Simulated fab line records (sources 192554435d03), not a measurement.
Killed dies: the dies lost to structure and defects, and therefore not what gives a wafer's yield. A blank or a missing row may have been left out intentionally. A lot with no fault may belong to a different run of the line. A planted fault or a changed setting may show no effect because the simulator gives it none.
fab line records | flow n5Finfet
record: lots: 7 wafers: 21 lastDay: 18
route steps=1938 shown BEOL_M1@772
lots that met no fault: taken from a fault-free run of the same line
startH: hours from the record's opening day to when the first of the lot's shown wafers began | waitH: hours elapsed since this lot's preceding step | " same as the row above | L1.1+2: a single row standing in for several wafers | - no value, or no start given | * or withheld: withheld | < > ~ a bound
route shown NAME@n: NAME is a module with steps in the file, n the number in the route of the first one | usual: mean and standard deviation over wafers with no fault | same: alike in all rows | chamber/n: place in a boat | sites: per-site readings | _std_site: how widely they spread, as a standard deviation | _edge_site: the outer-site mean with the inner-site mean subtracted | radiusMm: how far each site lies from the wafer's centre | mask NAME#n: copy n | behind: the most recent tool/chamber to have shaped the wafer | hold: the reason the lot was held/the length of the hold in hours/how it ended | device: transistor that didn't switch, given as n, p or np | end of line: the tests these same wafers got at the end of their route | a step with no rows: only its recipe | killed: dies that structure and defects cost at the first sort, which is not the same as the wafer's yield | map: per-die view of a wafer (x killed, . not killed, _ where there is no die)
set.NAME: the setting as run; set.NAME@STEP: as run at that earlier step | model.NAME: the simulator's own value behind a step, which no gauge read
lots at some steps of the route; a table a step, a row a wafer
services: a tool's chamber out of use, with start hour (startH, from the record's first day; less than 0 if before it), hours out, and reason
== steps ==
step: N5_BEOL_M1_STRIP_75
recipe: chemistry: N2/H2 tempC: 40 n2FlowSccm: 200 h2FlowSccm: 200 rfFrequencyHz: 6e+07
step: N5_BEOL_M1_STRIP_66
recipe: chemistry: CF4 resist: SiARC powerW: 300 biasPowerW: 75 pressureMtorr: 50 cf4FlowSccm: 150 rfFrequencyHz: 6e+07
usual: drypumpMotorCurrentA: 5.5/0.38 oesProductAu: 0.78/0.081 rfVppV: 271.8/1.4 showerheadPlenumPTorr: 1.82/0.056 throttleValvePct: 13.68/0.16
columns lot.wafer tool chamber startH waitH drypumpMotorCurrentA oesProductAu rfHoursCounterH rfVppV showerheadPlenumPTorr throttleValvePct
L443.1 rieDiel-02 1 174.00 0.0 6.1 0.86 45 272.5 1.81 13.71
L443.3 " 0 " " 5.5 0.77 106 272.0 1.82 13.71
L443.4 " 3 " " 5.7 0.92 13 274.4 1.91 13.40
L444.2 rieDiel-02 1 183.16 0.0 6.0 0.86 47 270.8 1.81 13.71
L444.4 " 3 " " 5.7 0.90 15 273.5 1.91 13.41
L444.6 " 2 " " 5.7 0.74 - 272.2 1.86 13.61
L445.1 rieDiel-02 3 189.76 0.0 5.7 0.91 17 274.7 1.91 13.43
L445.3 " 2 " " 5.7 0.73 157 274.1 1.86 13.62
L445.5 " 1 " " 6.1 0.86 - 271.9 1.81 13.70
L446.4 rieDiel-04 2 192.13 0.0 5.0 0.91 11 273.0 1.84 13.55
L446.5 " 1 " " 5.0 0.74 - 273.2 1.88 13.72
L446.6 " 2 " " 4.9 0.91 - 274.3 1.83 13.56
L450.2 rieDiel-04 3 216.80 0.0 5.3 0.67 238 270.0 1.77 14.01
L450.3 " 2 " " 5.0 0.90 18 271.5 1.83 13.58
L450.4 " 0 " " 5.5 0.72 - 272.9 1.87 13.57
L451.3 rieDiel-05 2 220.91 0.0 5.6 0.73 168 270.1 1.71 13.80
L451.5 " 2 " " 5.6 0.74 - 270.1 1.71 13.82
L451.6 " 1 " " 6.1 0.78 - 272.7 1.81 13.63
L457.2 rieDiel-02 2 270.75 0.0 5.7 0.72 179 273.0 1.85 13.67
L457.4 " 3 " " 5.7 0.86 37 275.4 1.91 13.47
L457.5 " 0 " " 5.5 0.76 - 271.9 1.82 13.75
step: N5_BEOL_M1_HM_OPEN_17
recipe: chemistry: Cl2/BCl3 targetDepthA: 200 overetchA: 60 target: TiN maskMaterial: SOC ionEnergyEv: 150 pressureMtorr: 10 icpW: 1000 biasW: 126 Cl2_flow_sccm: 53.25 bcl3FlowSccm: 21.75 Ar_flow_sccm: 25
usual: drypumpMotorCurrentA: 5.6/0.39 oesProductAu: 0.63/0.11 throttleValvePct: 22.33/0.14
columns lot.wafer tool chamber startH waitH drypumpMotorCurrentA oesProductAu rfHoursCounterH throttleValvePct
L443.1 rieMetal-02 1 174.05 0.0 5.7 0.84 0 22.30
L443.3 " 0 " " 5.4 0.56 - 22.17
L443.4 " 1 " " 5.7 0.83 - 22.29
L444.2 rieMetal-01 1 183.20 0.0 5.1 0.75 13 22.42
L444.4 " 1 " " 5.1 0.77 - 22.44
L444.6 " 0 " " 6.1 0.78 - 22.46
L445.1 rieMetal-02 0 189.80 0.0 5.4 0.55 100 22.19
L445.3 " 0 " " 5.4 0.56 - 22.18
L445.5 " 0 " " 5.4 0.56 - 22.20
L446.4 rieMetal-01 1 192.20 0.1 5.1 0.76 - 22.41
L446.5 " 1 " " 5.1 0.75 - 22.43
L446.6 " 0 " " 6.1 0.78 - 22.45
L450.2 rieMetal-01 0 216.84 0.0 6.1 0.76 10 22.47
L450.3 " 0 " " 6.1 0.76 - 22.46
L450.4 " 1 " " 5.1 0.74 - 22.44
L451.3 rieMetal-02 1 220.99 0.1 5.7 0.79 - 22.32
L451.5 " 0 " " 5.4 0.55 - 22.20
L451.6 " 1 " " 5.7 0.79 - 22.32
L457.2 rieMetal-03 0 270.82 0.1 6.1 0.54 - 22.45
L457.4 " 0 " " 6.1 0.54 - 22.44
L457.5 " 0 " " 6.1 0.54 - 22.46
step: N5_BEOL_M1_STRIP_19
recipe: chemistry: O2 powerW: 400 tempC: 40 pressureMtorr: 30 rfFrequencyHz: 6e+07 biasPowerW: 0 overashFraction: 0.2 o2FlowSccm: 225
usual: drypumpMotorCurrentA: 5.6/0.35 oesProductAu: 0.79/0.076 rfVppV: 3.7/0.53 showerheadPlenumPTorr: 2.12/0.07 throttleValvePct: 16.76/0.18
columns lot.wafer tool chamber startH waitH drypumpMotorCurrentA oesProductAu rfHoursCounterH rfVppV showerheadPlenumPTorr throttleValvePct
L443.1 rieDiel-02 1 174.16 0.1 6.1 0.88 45 3.3 2.11 16.82
L443.3 " 0 " " 5.6 0.80 106 4.2 2.12 16.78
L443.4 " 2 " " 5.8 0.75 154 3.5 2.19 16.72
L444.2 rieDiel-04 0 183.31 0.1 5.5 0.72 192 3.3 2.20 16.65
L444.4 " 1 " " 5.0 0.75 147 4.2 2.19 16.78
L444.6 " 0 " " 5.5 0.73 - 3.6 2.20 16.66
L445.1 rieDiel-05 3 189.91 0.1 5.4 0.75 175 3.7 2.00 16.64
L445.3 " 2 " " 5.7 0.75 155 3.7 2.02 16.95
L445.5 " 2 " " 5.6 0.75 - 3.1 2.01 16.95
L446.4 rieDiel-02 0 192.32 0.1 5.6 0.78 111 4.0 2.12 16.78
L446.5 " 2 " " 5.7 0.75 - 3.5 2.19 16.72
L446.6 " 3 " " 5.7 0.92 - 4.0 2.22 16.44
L450.2 rieDiel-02 1 216.95 0.1 6.0 0.86 55 3.2 2.11 16.84
L450.3 " 2 " " 5.7 0.75 163 2.6 2.18 16.74
L450.4 " 3 " " 5.7 0.90 23 4.0 2.22 16.44
L451.3 rieDiel-02 0 221.10 0.1 5.6 0.78 117 3.7 2.12 16.78
L451.5 " 2 " " 5.7 0.75 - 3.3 2.18 16.75
L451.6 " 3 " " 5.7 0.90 - 3.5 2.22 16.45
L457.2 rieDiel-05 2 270.99 0.1 5.7 0.72 183 4.4 2.01 17.01
L457.4 " 1 " " 6.2 0.79 - 3.1 2.10 16.71
L457.5 " 0 " " 5.0 0.92 - 3.2 2.15 16.86
step: N5_BEOL_M1_CD_MEAS_18
recipe: pitchNm: 36 targetCdNm: 18
usual: cdNm: 18.1/0.35
columns lot.wafer tool chamber startH waitH cdNm
L443.1 cdSem-01 - 174.23 0.0 18.5
L443.3 " - " " 18.3
L443.4 " - " " 18.1
L444.2 cdSem-02 - 183.38 0.1 18.1
L444.4 " - " " 18.1
L444.6 " - " " 18.3
L445.1 cdSem-01 - 189.98 0.0 18.4
L445.3 " - " " 17.3
L445.5 " - " " 18.2
L446.4 cdSem-02 - 192.40 0.1 18.6
L446.5 " - " " 17.9
L446.6 " - " " 18.3
L450.2 cdSem-03 - 217.02 0.1 18.3
L450.3 " - " " 18.2
L450.4 " - " " 18.0
L451.3 cdSem-02 - 221.17 0.1 18.1
L451.5 " - " " 17.5
L451.6 " - " " 18.1
L457.2 cdSem-02 - 271.06 0.1 17.5
L457.4 " - " " 17.6
L457.5 " - " " 18.2
step: N5_BEOL_M1_COAT_67
recipe: resist: SOC tempC: 250 timeS: 60 spinRpm: 1500 resistThkNm: 60
step: N5_BEOL_M1_COAT_68
recipe: resist: SiARC tempC: 220 timeS: 60 spinRpm: 1500 resistThkNm: 12
step: N5_BEOL_M1_COAT_76
recipe: resist: underlayer tempC: 205 timeS: 60 spinRpm: 1500 resistThkNm: 5
step: N5_BEOL_M1_COAT_22
recipe: resist: CAR-EUV spinRpm: 1500 resistThkNm: 30
step: N5_BEOL_M1_EBR_24
recipe: solvent: PGMEA ebrWidthMm: 1.5
step: N5_BEOL_M1_SOFTBAKE_23
recipe: tempC: 110 timeS: 60 resist: CAR-EUV
step: N5_BEOL_M1_EXPOSE_25
recipe: maskId: V0 na: 0.33 sourceShape: quasar sigmaInner: 0.2 sigmaOuter: 0.8 polarization: unpolarized defocusNm: 5 targetCdNm: 24 doseMj: 63
step: N5_BEOL_M1_PEB_26
recipe: pebTempC: 100 pebTimeS: 60 resist: CAR-EUV
usual: chillPlateTempC: 22.99/0.099 exhaustPa: 45.0/0.8
columns lot.wafer tool chamber startH waitH chillPlateTempC exhaustPa
L443.1 lithoTrack-04 - 174.61 0.1 - -
L443.3 " - " " - -
L443.4 " - " " - -
L444.2 lithoTrack-04 - 183.76 0.1 - -
L444.4 " - " " - -
L444.6 " - " " - -
L445.1 lithoTrack-01 - 190.36 0.1 - -
L445.3 " - " " - -
L445.5 " - " " - -
L446.4 lithoTrack-01 0 192.65 0.0 23.00 46.5
L446.5 " 0 " " 22.96 44.4
L446.6 " 0 " " 22.97 44.7
L450.2 lithoTrack-04 0 217.40 0.1 23.11 45.5
L450.3 " 0 " " 23.03 44.4
L450.4 " 0 " " 23.19 45.3
L451.3 lithoTrack-02 0 221.54 0.1 22.98 45.6
L451.5 " 0 " " 22.79 45.3
L451.6 " 0 " " 22.75 44.8
L457.2 lithoTrack-01 0 271.44 0.1 22.98 44.5
L457.4 " 0 " " 22.98 44.2
L457.5 " 0 " " 23.00 45.5
step: N5_BEOL_M1_DEVELOP_27
recipe: developTimeS: 30 developer: TMAH resist: CAR-EUV rinseLiquid: surfactantRinse dry: airSpin devTempC: 23
== services ==
columns tool chamber startH hours kind
rieMetal-03 1 166.29 4.0 repair
rieMetal-01 - 177.14 4.5 repair
rieDiel-02 - 180.09 1.3 repair
rieDiel-05 0 181.45 - clean
rieDiel-05 0 181.45 - consumableReplace:focusRing
rieDiel-05 0 181.45 24.0 scheduledDown
rieDiel-05 0 181.45 24.0 ventCycle
rieMetal-01 - 197.18 2.8 pm
rieDiel-05 1 213.02 4.7 repair
rieDiel-04 1 214.95 6.7 repair
rieDiel-04 1 222.61 13.5 repair
lithoTrack-01 - 224.95 - consumableReplace:filter
rieDiel-05 1 230.47 5.5 repair
rieDiel-02 1 230.65 2.4 repair
rieDiel-04 3 248.14 - clean
rieDiel-04 3 248.14 - consumableReplace:focusRing
rieDiel-04 3 248.14 17.8 scheduledDown
rieDiel-04 3 248.14 17.8 ventCycle
rieDiel-05 3 263.47 13.5 repair
rieMetal-03 1 264.77 - clean
rieMetal-03 1 264.77 18.7 scheduledDown
rieMetal-03 1 264.77 18.7 ventCycle
rieMetal-03 - 270.28 0.5 repair
== key ==
firstSign: step: N5_BEOL_M1_PEB_26 reading: toolRecord direction: missing
effect none on later readings
metAt N5_BEOL_M1_PEB_26
struckWafers L443.1,L443.3,L443.4,L444.2,L444.4,L444.6,L445.1,L445.3,L445.5
laterRowsLeftOut L443.1,L443.3,L443.4,L444.2,L444.4,L444.6,L445.1,L445.3,L445.5
sortLeftOut L443.1,L443.3,L443.4,L444.2,L444.4,L444.6,L445.1,L445.3,L445.5
fault: kind: skippedStepWhole tool: lithoTrack-01,lithoTrack-04 chamber: - onsetH: 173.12 steps: N5_BEOL_M1_PEB_26 scope: struckLotsOnly
sortLeftOut: the simulated sort isn't trusted on such a fault, so these wafers' sort isn't shown, and their yield isn't known
laterRowsLeftOut: the simulator's readings of these wafers behind a module that went badly wrong aren't trusted and aren't shown, but for the sort
